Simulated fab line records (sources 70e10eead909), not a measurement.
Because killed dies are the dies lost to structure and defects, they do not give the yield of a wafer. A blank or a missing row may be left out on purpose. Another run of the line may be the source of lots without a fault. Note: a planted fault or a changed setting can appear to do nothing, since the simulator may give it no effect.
Matching of chambers :: flow nand harc :: NHARC_P_M2_PRE_CLEAN_32 on pecvd-04 has 3 sister chambers
The step time 12 s. 20 wafers are shown with their chamber, then 10 later ones without.

== WAFERS WITH THEIR CHAMBER ==
wafer: L074.3
chamber: 0
heater power outer w (W): 261
heater power w (W): 570

wafer: L074.4
chamber: 2
heater power outer w (W): 392
heater power w (W): 637

wafer: L074.5
chamber: 0
heater power outer w (W): 260
heater power w (W): 586

wafer: L075.1
chamber: 1
heater power outer w (W): 422
heater power w (W): 703

wafer: L075.2
chamber: 2
heater power outer w (W): 352
heater power w (W): 623

wafer: L075.6
chamber: 1
heater power outer w (W): 421
heater power w (W): 684

wafer: L078.1
chamber: 1
heater power outer w (W): 379
heater power w (W): 655

wafer: L078.2
chamber: 0
heater power outer w (W): 216
heater power w (W): 511

wafer: L078.6
chamber: 0
heater power outer w (W): 218
heater power w (W): 519

wafer: L080.2
chamber: 0
heater power outer w (W): 251
heater power w (W): 552

wafer: L080.3
chamber: 1
heater power outer w (W): 389
heater power w (W): 643

wafer: L080.4
chamber: 2
heater power outer w (W): 360
heater power w (W): 627

wafer: L081.1
chamber: 2
heater power outer w (W): 366
heater power w (W): 634

wafer: L081.2
chamber: 0
heater power outer w (W): 286
heater power w (W): 610

wafer: L081.4
chamber: 1
heater power outer w (W): 405
heater power w (W): 678

wafer: L086.2
chamber: 2
heater power outer w (W): 348
heater power w (W): 578

wafer: L086.3
chamber: 1
heater power outer w (W): 374
heater power w (W): 613

wafer: L086.5
chamber: 2
heater power outer w (W): 351
heater power w (W): 590

wafer: L091.1
chamber: 2
heater power outer w (W): 369
heater power w (W): 629

wafer: L091.3
chamber: 1
heater power outer w (W): 368
heater power w (W): 609

SIGNATURES (averages over the wafers above)
reading: heater power outer w
chamber 0: 248.67
chamber 1: 394.00
chamber 2: 362.57
scatter within a chamber: 21.7

reading: heater power w
chamber 0: 558.00
chamber 1: 655.00
chamber 2: 616.86
scatter within a chamber: 32.8
Rule: a wafer lies at a distance from a chamber equal to the root of the sum of squares, over the readings, of (its reading less the chamber's mean, divided by the reading's scatter). If the next closest chamber is less than 2 further off than the closest, the wafer can't be placed; otherwise it belongs to the closest. The scatter: take each reading less its chamber's mean, square it, sum over the shown wafers, divide by the number of wafers less the number of chambers, and take the root.

== WAFERS WHOSE CHAMBER IS MISSING ==
wafer: L091.4
heater power outer w (W): 385
heater power w (W): 665

wafer: L093.2
heater power outer w (W): 375
heater power w (W): 629

wafer: L093.4
heater power outer w (W): 215
heater power w (W): 512

wafer: L093.5
heater power outer w (W): 383
heater power w (W): 649

wafer: L095.1
heater power outer w (W): 195
heater power w (W): 473

wafer: L095.3
heater power outer w (W): 424
heater power w (W): 720

wafer: L095.5
heater power outer w (W): 444
heater power w (W): 691

wafer: L096.1
heater power outer w (W): 392
heater power w (W): 654

wafer: L096.3
heater power outer w (W): 304
heater power w (W): 529

wafer: L096.4
heater power outer w (W): 302
heater power w (W): 529

== WHICH CHAMBER EACH WENT THROUGH ==
wafer: L091.4
from the rows above: can't be placed: 1 or 2
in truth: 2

wafer: L093.2
from the rows above: can't be placed: 2 or 1
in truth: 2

wafer: L093.4
from the rows above: 0
in truth: 0

wafer: L093.5
from the rows above: can't be placed: 1 or 2
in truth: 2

wafer: L095.1
from the rows above: 0
in truth: 0

wafer: L095.3
from the rows above: can't be placed: 1 or 2
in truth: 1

wafer: L095.5
from the rows above: can't be placed: 1 or 2
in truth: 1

wafer: L096.1
from the rows above: can't be placed: 1 or 2
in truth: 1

wafer: L096.3
from the rows above: can't be placed: 0 or 2
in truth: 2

wafer: L096.4
from the rows above: can't be placed: 0 or 2
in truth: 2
2 of 10 placed correctly. From these rows, 8 cannot be placed; in 8 the true chamber is one of the candidates. Placed wrongly: 0.
